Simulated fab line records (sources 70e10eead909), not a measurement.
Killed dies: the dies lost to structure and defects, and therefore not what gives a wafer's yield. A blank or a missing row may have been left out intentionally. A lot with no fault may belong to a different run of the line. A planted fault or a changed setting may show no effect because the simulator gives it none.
2 desks looking at one fault ; flow nand-harc ; each desk has only its own numbers; what lay behind them comes last

THE TOOL OWNER'S DESK: rie-diel-03
The tool's own readings at NHARC_A_BLC_ETCH_16 (etches the open film in CF4, target depth 39 nm, time 65 s): means of the sampled wafers that have a number, for each lot that ran on this tool. Any lot whose mean is over 4 standard deviations away from the usual mean is out of limits and marked OUT; that distance is given in the brackets.
Columns: A = drypump-motor-current-A at NHARC_A_BLC_ETCH_16, usual 5.6 A; B = mfc-ar-sccm at NHARC_A_BLC_ETCH_16, usual 0.006 sccm; C = oes-product-au at NHARC_A_BLC_ETCH_16, usual 1.000 a.u.; D = rf-vpp-V at NHARC_A_BLC_ETCH_16, usual 151.2 V; E = showerhead-plenum-p-Torr at NHARC_A_BLC_ETCH_16, usual 1.76 Torr; F = throttle-valve-pct at NHARC_A_BLC_ETCH_16, usual 13.283 %
lot;first seen here;A;B;C;D;E;F
L757;day 25 11:53;5.4;0.001;1.003;151.5;1.72;13.283
L759;day 26 13:16;5.6;0.001;1.004;151.4;1.77;13.289
L761;day 26 20:10;5.9;0.000;0.997;152.3;1.75;13.278
L767;day 30 00:53;5.7;0.001;0.998;150.8;1.70;13.284
L771;day 31 08:37;5.6;0.001;1.006;151.9;1.77;13.276
L772;day 31 13:08;5.9;0.001;0.995;150.1;1.69;13.287
L773;day 31 21:35;5.9;0.001;1.002;150.4;1.76;13.281
Finding of this desk: none of the 7 lots has anything out of limits.

THE METROLOGY DESK
What the gauges read, lot by lot, whatever tool the lot ran on: means of the sampled wafers that have a number. Any lot whose mean is over 4 standard deviations away from the usual mean is out of limits and marked OUT; that distance is given in the brackets.
Columns: A = cd-nm at NHARC_A_BONDPAD_CD_MEAS_13, usual 499.5 nm
lot;first seen here;A
L750;day 23 07:20;498.5
L752;day 23 13:59;500.6
L754;day 24 14:26;502.6
L756;day 25 14:13;499.4
L757;day 26 01:01;501.4
L759;day 27 02:43;498.4
L761;day 27 09:39;498.2
L763;day 28 13:13;498.5
L765;day 29 00:24;497.6
L767;day 30 13:52;498.5
L771;day 31 21:38;502.1
L772;day 32 02:05;498.6
L773;day 33 01:20;497.0
Finding of this desk: none of the 13 lots has anything out of limits.

TAKEN TOGETHER
Nothing out of limits was seen by the tool owner's desk.
The metrology desk saw nothing out of limits.

WHAT HAD BEEN PUT IN BY THE SIMULATOR
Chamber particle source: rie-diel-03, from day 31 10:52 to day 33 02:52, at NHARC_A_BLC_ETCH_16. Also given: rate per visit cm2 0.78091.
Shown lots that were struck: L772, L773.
